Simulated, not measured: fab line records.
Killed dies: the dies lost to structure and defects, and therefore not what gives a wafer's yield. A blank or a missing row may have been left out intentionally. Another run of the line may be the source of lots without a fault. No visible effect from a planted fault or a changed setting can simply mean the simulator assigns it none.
Struck lot and sound lot, side by side :: flow n5 finfet :: 14 steps out of a route of 1938
Sound: these wafers, L961.4, L961.5, L961.6. Struck: wafers L962.5, L962.6. (L962.2 of the same lot was not struck and is left out.) The cause comes at the end.
At each step with rows: each side's tool, then ch and its chambers, then its first start. Under that, the readings that differ: sound wafers :: struck wafers :: difference of the means :: sigmas: that difference in standard deviations of wafers without a fault.
alike: same words and numbers on both sides, and readings whose means sit less than 2 such deviations apart. not compared: any withheld reading, any reading some wafer has no value for, any bound like >300 that may hide the same value, and any number with overlapping values for which the record gives no deviation.
Wherever a step has rows on one side only, a row that says differs or no value, or a row with sigmas, the two part there. Numbers that have no deviation but don't overlap get no sigmas and don't part them. Lack of a reading on every wafer of one side parts them only where that side has two or more wafers.

first, 1 step without rows for these wafers: N5_BEOL_M9_STRIP_80 (strips in N2/H2, time 10 s).
N5_BEOL_M9_OCD_MEAS_38:
  sound on ocd-02 at day 9 17:33; struck on ocd-02 at day 9 22:52
  alike: trench depth nm
then, 4 steps without rows for these wafers: N5_BEOL_M9_HM_STRIP_39 (strips TiN in peroxide tin strip, target depth 25 nm, time 158 s); N5_BEOL_M9_SRD_40 (time 30 s); N5_BEOL_M9_PRECLEAN_42 (cleans in residue remover, time 60 s); N5_BEOL_M9_SRD_43 (time 30 s).
N5_BEOL_M9_CD_MEAS_35: target cd 70 nm, target cd y 40 nm.
  sound on cd sem-01 at day 9 17:43; struck on cd sem-02 at day 9 23:02
  alike: cd nm
N5_BEOL_M9_CURE_72: cures SiCOH lowk, time 120 s.
  sound on uv cure-01 ch 2, day 9 18:25; struck on uv cure-03 ch 1, day 9 23:07
  alike: lamp power pct, wafer_temp_C_max
N5_BEOL_M9_DEGAS_44: time 60 s.
  sound on pvd sputter-03 at day 9 20:02; struck on pvd sputter-01 at day 9 23:28
  alike: heater power w
N5_BEOL_M9_PRE_CLEAN_45: time 30 s.
  sound on pvd sputter-03 at day 9 20:04; struck on pvd sputter-01 at day 9 23:30
  alike: heater power w
N5_BEOL_M9_ALD_74: deposits TaN, target thk 2 nm, pulse time 2 s, purge time 3 s.
  sound on ald metal-03 ch 0,2,3, day 9 20:22; struck on ald metal-02 ch 0,3, day 9 23:39
  alike: heater power w, precursor vessel carrier sccm
next, for these wafers, 1 step has no rows: N5_BEOL_M9_SURFACE_TREAT_79.
N5_BEOL_M9_CVD_78: deposits Co from CCTBA/H2, target thk 2 nm, time 138.9 s.
  sound on cvd co-01 ch 0,1,2, day 9 21:03; struck on cvd co-01 ch 1,2, day 10 00:08
reading: run length s (s)
sound: 161.7 162.8 162.7
struck: 108.0 107.2
difference: -54.8
sigmas: -99 or more
N5_BEOL_M9_SPUTTER_48: material Cu, target thk 12 nm, time 2 s.
  sound on pvd sputter-03 at day 9 21:08; struck on pvd sputter-02 at day 10 00:15
  alike: throttle valve pct

WHERE THEY PART
Only at N5_BEOL_M9_CVD_78, within this record. Later steps at which nothing parts them and some readings are alike: N5_BEOL_M9_SPUTTER_48.

WHY: what the simulator had put in
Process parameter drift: cvd co-01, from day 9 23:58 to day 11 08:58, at N5_BEOL_M9_CVD_78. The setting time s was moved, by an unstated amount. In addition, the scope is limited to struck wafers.
